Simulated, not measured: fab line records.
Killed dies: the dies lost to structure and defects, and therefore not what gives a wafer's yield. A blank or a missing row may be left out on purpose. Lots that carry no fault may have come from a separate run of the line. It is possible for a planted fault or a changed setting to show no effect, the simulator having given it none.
Split-lot study	flow n5-finfet	on a route of 1938 steps: 7 lots, 21 wafers read

THE SPLIT
At N5_BEOL_M5_COAT_22 (resist thk 30 nm), the setting spin-rpm was moved away from the recipe's 1500 rpm on 8 of the 21 wafers read, by -7.6% to +8.9%. This setting was run at the recipe's value on the other wafers.

FROM THE SPLIT TO THE READING: what the file shows between them, 6 steps
- N5_BEOL_M5_EBR_24
- N5_BEOL_M5_SOFTBAKE_23: time 60 s
- N5_BEOL_M5_EXPOSE_25: exposes mask V4, defocus 10 nm
- N5_BEOL_M5_PEB_26: peb time 60 s
- N5_BEOL_M5_DEVELOP_27: develop time 30 s
- N5_BEOL_M5_DESCUM_33: chemistry O2, time 7 s

THE READING
CAR-EUV_of_BEOL_M5_COAT_22.thk-nm (the simulator's own value, which no gauge read), in nm, at N5_BEOL_M5_ETCH_75 (etches underlayer in N2/H2, target depth 6.5 nm, time 5.2 s). The file does not state a usual value for it. Across the 13 wafers here that went through the recipe, the average is 20.3 nm and the standard deviation 0.12 nm.

wafer	tool, chamber at the split	spin-rpm as run, rpm	against the recipe	CAR-EUV_of_BEOL_M5_COAT_22.thk-nm, nm	against lot-mates on the recipe
L076.1	litho-track-05, 0	1500	recipe	20.4	-
L076.2	litho-track-05, 0	1386	-7.6%	21.6	+1.2
L076.5	litho-track-05, 0	1386	-7.6%	21.6	+1.2
L077.4	litho-track-05, 0	1500	recipe	20.2	-
L077.5	litho-track-05, 0	1634	+8.9%	19.2	-1.1
L077.6	litho-track-05, 0	1500	recipe	20.4	-
L082.1	litho-track-05, 0	1500	recipe	20.4	-
L082.2	litho-track-05, 0	1500	recipe	20.4	-
L082.5	litho-track-05, 0	1401	-6.6%	21.4	+1.0
L084.2	litho-track-02, 0	1500	recipe	20.2	-
L084.5	litho-track-02, 0	1500	recipe	20.2	-
L084.6	litho-track-02, 0	1500	recipe	20.2	-
L089.1	litho-track-05, 0	1430	-4.7%	21.2	+0.8
L089.4	litho-track-05, 0	1430	-4.7%	21.2	+0.8
L089.6	litho-track-05, 0	1500	recipe	20.4	-
L094.1	litho-track-03, 0	1500	recipe	20.6	-
L094.2	litho-track-03, 0	1414	-5.7%	21.4	+0.8
L094.4	litho-track-03, 0	1414	-5.7%	21.2	+0.6
L093.2	litho-track-05, 0	1500	recipe	20.2	-
L093.4	litho-track-05, 0	1500	recipe	20.4	-
L093.5	litho-track-05, 0	1500	recipe	20.2	-

THE FIT
A straight line over all 21 wafers: CAR-EUV_of_BEOL_M5_COAT_22.thk-nm changes by -0.156 nm for each +1% of spin-rpm; r = -0.98; the points scatter about the line by 0.13 nm.
The same after taking each lot's own level away (the mean of its wafers on the recipe; 21 wafers): -0.142 nm for each +1%; r = -0.99; scatter 0.097 nm.
According to that fit, moving spin-rpm by its largest amount changes the reading by 1.3 nm.
Across the lots, their own levels run from 20.20 to 20.60 nm, a range of 3.2 times the standard deviation given above.
So the lot-to-lot level changes the slope: the two fits differ.
Check: with one of the wafers moved furthest among these (+8.9%) left out of the fit, the line predicts -1.34 nm for it against its lot-mates. Against them it came out at -1.1 nm.

FURTHER SPLITS ON THESE WAFERS
Other splits were also applied to these wafers ahead of the reading. Each is held against what the fit with the lots' levels taken away leaves over:
other split on the same wafers	wafers away from the commonest value	r with CAR-EUV_of_BEOL_M5_COAT_22.thk-nm (lot level and that fit taken away)
N5_BEOL_M3_EXPOSE_08 dose-mj	8	+0.11
N5_BEOL_M4_TRENCH_ETCH_37 source-w	4	-0.09
N5_BEOL_M5_ETCH_72 bias-w	3	-0.01
N5_BEOL_M5_ETCH_62 source-w	7	+0.14
N5_BEOL_M5_COAT_74 spin-rpm	4	+0.15

THE WHOLE CHAIN: every reading that the file lists as answering this split, in the file's order
step	what it does	reading	change (the file's fit)	r (the file's)
N5_BEOL_M5_COAT_22	resist thk 30 nm	CAR-EUV_of_BEOL_M5_COAT_22.thk-nm (the simulator's own value, which no gauge read)	-0.158 nm for each +1% of the setting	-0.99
N5_BEOL_M5_DEVELOP_27	develop time 30 s	CAR-EUV_of_BEOL_M5_COAT_22.thk-nm (the simulator's own value, which no gauge read)	-0.147 nm for each +1% of the setting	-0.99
N5_BEOL_M5_ETCH_75	etches underlayer in N2/H2, target depth 6.5 nm, time 5.2 s	CAR-EUV_of_BEOL_M5_COAT_22.thk-nm (the simulator's own value, which no gauge read)	-0.141 nm for each +1% of the setting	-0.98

THE FILE'S OWN FIT
CAR-EUV_of_BEOL_M5_COAT_22.thk-nm changes by -0.141 nm for each +1% of spin-rpm, r = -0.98.
